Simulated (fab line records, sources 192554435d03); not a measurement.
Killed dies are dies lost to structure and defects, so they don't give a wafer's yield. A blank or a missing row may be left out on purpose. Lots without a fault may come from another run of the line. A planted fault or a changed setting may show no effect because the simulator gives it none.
Which tool did it? | flow n5_finfet | 9 lots, 27 wafers sampled, at 5 steps of a route of 1938

WHAT THE GAUGES READ, wafer by wafer
N5_BEOL_M2_INSPECT_13: inspects for defects (brightfield). Usual: raw_defect_count 417, standard deviation 79.
lot  | measured     | on                | raw_defect_count | flag
L705 | day 6 20:38  | defect_inspect-02 | 266 274 327      |
L709 | day 8 03:00  | defect_inspect-01 | 532 471 483      |
L714 | day 9 03:19  | defect_inspect-02 | 378 445 410      |
L717 | day 9 20:07  | defect_inspect-01 | 357 428 472      |
L716 | day 9 23:22  | defect_inspect-02 | 358 399 503      |
L719 | day 10 08:19 | defect_inspect-01 | 406 377 371      |
L718 | day 10 12:56 | defect_inspect-01 | 406 565 371      |
L720 | day 10 17:28 | defect_inspect-01 | 408 548 388      |
L721 | day 10 20:31 | defect_inspect-01 | 366 512 456      |

N5_BEOL_M2_INSPECT_30: inspects for defects (brightfield). Usual: raw_defect_count 413, standard deviation 79.
lot  | measured     | on                | raw_defect_count | flag
L705 | day 6 21:38  | defect_inspect-01 | 297 300 360      |
L709 | day 8 05:25  | defect_inspect-02 | 511 439 462      |
L714 | day 9 05:12  | defect_inspect-02 | 366 459 425      |
L717 | day 9 21:10  | defect_inspect-02 | 323 377 436      |
L716 | day 10 00:24 | defect_inspect-01 | 385 436 541      |
L719 | day 10 09:32 | defect_inspect-02 | 355 331 344      |
L718 | day 10 13:53 | defect_inspect-02 | 364 489 353      |
L720 | day 10 18:29 | defect_inspect-01 | 445 554 359      |
L721 | day 10 21:51 | defect_inspect-02 | 340 441 419      |

N5_BEOL_M4_RC_MEAS_101. Usual: DIBL_N 36.9 mV/V, standard deviation 1.6; DIBL_P 37.1 mV/V, standard deviation 2; IOFF_N 0.17 nA/um, standard deviation 0.032; IOFF_P 0.22 nA/um, standard deviation 0.036; ION_N 674 uA/um, standard deviation 12; ION_P 463 uA/um, standard deviation 7.8; SS_N 71.7 mV/dec, standard deviation 0.63; SS_P 73.5 mV/dec, standard deviation 0.62; VT_N 249 mV, standard deviation 3.3; VT_P -250 mV, standard deviation 3.5.
lot  | measured     | on        | DIBL_N (mV/V)  | DIBL_P (mV/V)  | IOFF_N (nA/um) | IOFF_P (nA/um) | ION_N (uA/um) | ION_P (uA/um) | SS_N (mV/dec)  | SS_P (mV/dec)  | VT_N (mV)   | VT_P (mV)      | flag
L705 | day 8 20:54  | prober-02 | 36.8 36.7 37.8 | 37.8 36.2 37.1 | 0.15 0.15 0.17 | 0.27 0.24 0.25 | 664 649 666   | 466 462 466   | 71.3 71.9 71.1 | 73.3 73.0 73.1 | 252 251 249 | -245 -247 -244 |
L709 | day 9 14:29  | prober-02 | 34.2 35.7 35.4 | 32.1 35.6 34.8 | 0.12 0.14 0.14 | 0.15 0.20 0.19 | 660 669 672   | 453 458 463   | 70.8 70.7 70.8 | 73.2 73.9 72.8 | 254 252 251 | -257 -251 -253 |
L714 | day 10 22:04 | prober-01 | 40.8 38.9 39.1 | 38.5 37.9 39.2 | 0.25 0.20 0.22 | 0.22 0.21 0.23 | 689 679 700   | 457 457 467   | 72.4 71.8 71.7 | 73.9 74.1 74.0 | 242 245 244 | -253 -253 -252 |
L717 | day 11 01:46 | prober-01 | 37.2 36.7 38.8 | 38.2 37.3 38.7 | 0.17 0.16 0.20 | 0.24 0.22 0.25 | 681 685 680   | 473 474 455   | 71.6 71.9 72.4 | 73.7 72.7 73.4 | 248 249 246 | -249 -252 -249 |
L716 | day 11 09:43 | prober-01 | 33.2 34.9 34.9 | 33.8 38.0 36.9 | 0.11 0.13 0.14 | 0.13 0.19 0.17 | 658 650 664   | 451 451 457   | 71.9 71.8 71.5 | 72.2 72.7 72.2 | 258 258 252 | -257 -253 -254 |
L719 | day 11 17:25 | prober-01 | 38.2 37.9 35.0 | 39.2 39.5 36.4 | 0.21 0.21 0.15 | 0.25 0.25 0.21 | 688 679 662   | 465 465 457   | 72.6 72.9 71.8 | 74.0 73.4 73.9 | 247 246 248 | -244 -249 -252 |
L718 | day 12 08:14 | prober-02 | 35.2 37.9 34.6 | 35.0 37.9 33.6 | 0.13 0.17 0.12 | 0.18 0.23 0.17 | 657 667 660   | 453 461 456   | 71.4 72.0 70.8 | 72.7 74.2 73.7 | 254 251 253 | -254 -250 -256 |
L720 | day 12 11:32 | prober-01 | 36.4 36.5 36.6 | 39.1 37.9 37.2 | 0.17 0.18 0.16 | 0.25 0.23 0.21 | 680 679 676   | 473 461 460   | 72.1 71.7 71.1 | 74.0 74.3 74.2 | 253 249 254 | -248 -249 -254 |
L721 | day 12 15:25 | prober-02 | 38.5 36.6 36.5 | 38.4 36.3 35.3 | 0.20 0.16 0.15 | 0.23 0.20 0.18 | 671 654 653   | 458 453 446   | 72.4 72.5 72.2 | 73.7 73.3 72.3 | 248 250 254 | -248 -252 -254 |

WHICH TOOL RAN EACH LOT (tool, then ch and the chambers of the sampled wafers, then the start)
lot  | N5_BEOL_M2_ETCH_74                 | N5_BEOL_M2_ETCH_69
L705 | rie_diel-01 ch 0,2,3, day 6 20:42  | rie_diel-01 ch 2,3, day 6 21:43
L709 | rie_diel-01 ch 1,2,3, day 8 04:19  | rie_diel-01 ch 0,2,3, day 8 05:30
L714 | rie_diel-01 ch 0,1,3, day 9 04:12  | rie_diel-05 ch 0,2, day 9 05:17
L717 | rie_diel-05 ch 1,2, day 9 20:14    | rie_diel-01 ch 1,3, day 9 21:15
L716 | rie_diel-05 ch 0,1,2, day 9 23:28  | rie_diel-05 ch 1,2,3, day 10 00:32
L719 | rie_diel-03 ch 1,2,3, day 10 08:41 | rie_diel-05 ch 1,2, day 10 10:35
L718 | rie_diel-03 ch 0,1,2, day 10 13:05 | rie_diel-05 ch 0,2,3, day 10 13:58
L720 | rie_diel-03 ch 0,1, day 10 17:40   | rie_diel-05 ch 0,1,3, day 10 18:34
L721 | rie_diel-05 ch 1,2,3, day 10 20:41 | rie_diel-03 ch 0,2,3, day 10 21:56
- N5_BEOL_M2_ETCH_74: etches underlayer in N2/H2, target depth 6.5 nm, time 5.2 s.
- N5_BEOL_M2_ETCH_69: etches SiARC in CF4, target depth 15.6 nm, time 26 s.

WHAT THE TOOLS THEMSELVES READ (means of the sampled wafers that have a number; where no wafer has one, the mark that the record gives instead)
N5_BEOL_M2_ETCH_74. Usual: bias_w 150.0 W, standard deviation 0.43; drypump_motor_current_A 5.6 A, standard deviation 0.36; etch_rf_on_time_s 5.23 s, standard deviation 0.14; h2_flow_sccm 200.0 sccm, standard deviation 0.6; oes_product_au 0.66 a.u., standard deviation 0.069; rf_vpp_V 524.2 V, standard deviation 2.4; showerhead_plenum_p_Torr 2.56 Torr, standard deviation 0.069; throttle_valve_pct 17.82 %, standard deviation 0.28.
lot  | tool        | bias_w (W) | drypump_motor_current_A (A) | etch_rf_on_time_s (s) | h2_flow_sccm (sccm) | oes_product_au (a.u.) | rf_vpp_V (V) | showerhead_plenum_p_Torr (Torr) | throttle_valve_pct (%) | flag
L705 | rie_diel-01 | 149.6      | 5.7                         | 5.17                  | 199.6               | 0.68                  | 522.8        | 2.52                            | 18.07                  |
L709 | rie_diel-01 | 150.0      | 5.7                         | 5.23                  | 199.9               | 0.60                  | 523.6        | 2.51                            | 18.01                  |
L714 | rie_diel-01 | 150.1      | 5.8                         | 5.21                  | 200.0               | 0.66                  | 523.5        | 2.51                            | 17.81                  |
L717 | rie_diel-05 | 150.0      | 5.5                         | 5.41                  | 200.2               | 0.61                  | 525.3        | 2.61                            | 17.94                  |
L716 | rie_diel-05 | 149.9      | 5.4                         | 5.28                  | 200.7               | 0.61                  | 527.7        | 2.62                            | 18.14                  |
L719 | rie_diel-03 | 149.9      | 5.5                         | 5.13                  | 199.4               | 0.67                  | 523.1        | 2.52                            | 17.72                  |
L718 | rie_diel-03 | 150.0      | 5.5                         | 5.30                  | 199.8               | 0.65                  | 526.2        | 2.58                            | 17.75                  |
L720 | rie_diel-03 | 150.0      | 5.8                         | 5.40                  | 200.5               | 0.64                  | 525.4        | 2.61                            | 17.72                  |
L721 | rie_diel-05 | 150.5      | 5.7                         | 5.23                  | 200.2               | 0.68                  | 527.0        | 2.64                            | 17.90                  |

N5_BEOL_M2_ETCH_69. Usual: bias_w 36.01 W, standard deviation 0.11; drypump_motor_current_A 5.6 A, standard deviation 0.34; etch_rf_on_time_s 26.1 s, standard deviation 0.77; oes_product_au 0.66 a.u., standard deviation 0.076; rf_vpp_V 184.3 V, standard deviation 1.1; showerhead_plenum_p_Torr 2.16 Torr, standard deviation 0.061; throttle_valve_pct 15.61 %, standard deviation 0.27.
lot  | tool        | bias_w (W) | drypump_motor_current_A (A) | etch_rf_on_time_s (s) | oes_product_au (a.u.) | rf_vpp_V (V) | showerhead_plenum_p_Torr (Torr) | throttle_valve_pct (%) | flag
L705 | rie_diel-01 | 35.98      | 5.6                         | 25.4                  | 0.61                  | 183.9        | 2.12                            | 15.98                  |
L709 | rie_diel-01 | 36.08      | 5.7                         | 25.6                  | 0.66                  | 183.6        | 2.11                            | 15.83                  |
L714 | rie_diel-05 | 36.05      | 5.3                         | 26.8                  | 0.61                  | 184.6        | 2.21                            | 15.99                  |
L717 | rie_diel-01 | 35.99      | 5.7                         | 26.2                  | 0.59                  | 183.0        | 2.13                            | 15.62                  |
L716 | rie_diel-05 | 36.00      | 5.7                         | 26.7                  | 0.68                  | 186.1        | 2.23                            | 15.67                  |
L719 | rie_diel-05 | 31.89      | 5.4                         | 28.2                  | 0.58                  | 171.6        | 2.20                            | 15.89                  | OFF
L718 | rie_diel-05 | 31.97      | 5.7                         | 26.7                  | 0.67                  | 172.5        | 2.24                            | 15.80                  | OFF
L720 | rie_diel-05 | 31.89      | 5.8                         | 27.1                  | 0.68                  | 170.8        | 2.23                            | 15.67                  | OFF
L721 | rie_diel-03 | 35.96      | 5.5                         | 26.2                  | 0.64                  | 184.7        | 2.14                            | 15.48                  |

THE ANSWER, worked out from the rows above alone
Rule: a lot is off if the mean of its wafers that have a number lies more than 3 standard deviations from the usual mean. A lot without any number at a reading at which 4 lots or more have one is off too. The other lots that the step has rows for count as sound. The gauges are gone through in route order, then the tools' own readings, and for those a lot's mean is taken as printed above. The first step at which some lot is off is used, and at that step the reading that is off furthest; a lot without a number counts as furthest.
Off: L719, L718, L720, at N5_BEOL_M2_ETCH_69 (bias_w).
A tool fits if, at that step or a process step before it, it ran every lot that is off, and no sound lot after the first of them. Can't be told from this: 2 tools fit, rie_diel-03 at N5_BEOL_M2_ETCH_74, rie_diel-05 at N5_BEOL_M2_ETCH_69.

WHAT THE SIMULATOR HAD PUT IN
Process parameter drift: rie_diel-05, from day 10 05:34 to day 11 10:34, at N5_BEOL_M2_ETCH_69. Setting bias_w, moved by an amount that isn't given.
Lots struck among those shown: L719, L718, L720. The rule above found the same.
